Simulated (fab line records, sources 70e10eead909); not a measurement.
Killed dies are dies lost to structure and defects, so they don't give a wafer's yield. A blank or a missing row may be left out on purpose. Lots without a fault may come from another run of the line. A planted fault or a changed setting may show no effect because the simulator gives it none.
Chamber matching | flow nand_harc | NHARC_A_M0_PRE_CLEAN_31 on pecvd-01: 3 sister chambers
The step time 12 s. 3 wafers are shown with their chamber, then 12 later ones without.

WAFERS WITH THEIR CHAMBER
wafer  | chamber | heater_power_w (W)
L089.4 | 2       | 532
L089.5 | 0       | 758
L089.6 | 1       | 624

WAFERS WITHOUT THEIR CHAMBER
wafer  | heater_power_w (W)
L094.1 | 605
L094.2 | 786
L094.3 | 567
L094.4 | 603
L094.5 | 761
L094.6 | 580
L095.1 | 562
L095.3 | 776
L095.5 | 788
L096.3 | 524
L096.5 | 581
L096.6 | 514

WHICH CHAMBER EACH WENT THROUGH
wafer  | from the rows above     | in truth
L094.1 | can't be placed: 1 or 2 | 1
L094.2 | 0                       | 0
L094.3 | can't be placed: 2 or 1 | 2
L094.4 | can't be placed: 1 or 2 | 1
L094.5 | 0                       | 0
L094.6 | can't be placed: 1 or 2 | 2
L095.1 | can't be placed: 2 or 1 | 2
L095.3 | 0                       | 0
L095.5 | 0                       | 0
L096.3 | 2                       | 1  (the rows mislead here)
L096.5 | can't be placed: 1 or 2 | 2
L096.6 | 2                       | 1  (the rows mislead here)
Placed correctly: 4 of 12. Can't be placed from these rows: 6 (the true chamber is among the candidates in 6). Placed wrongly: 2.
How it was worked out, from the rows above alone: a wafer's distance from a chamber is the root of the sum, over the readings, of the square of ((its reading less the chamber's mean) divided by the reading's scatter). The wafer belongs to the nearest chamber; if the next one is less than 2 further off, it can't be placed. A chamber's mean is the mean of its shown wafers. The scatter: with one shown wafer a chamber, the root of the mean of the squares of how far each hidden wafer lies from its nearest shown one.
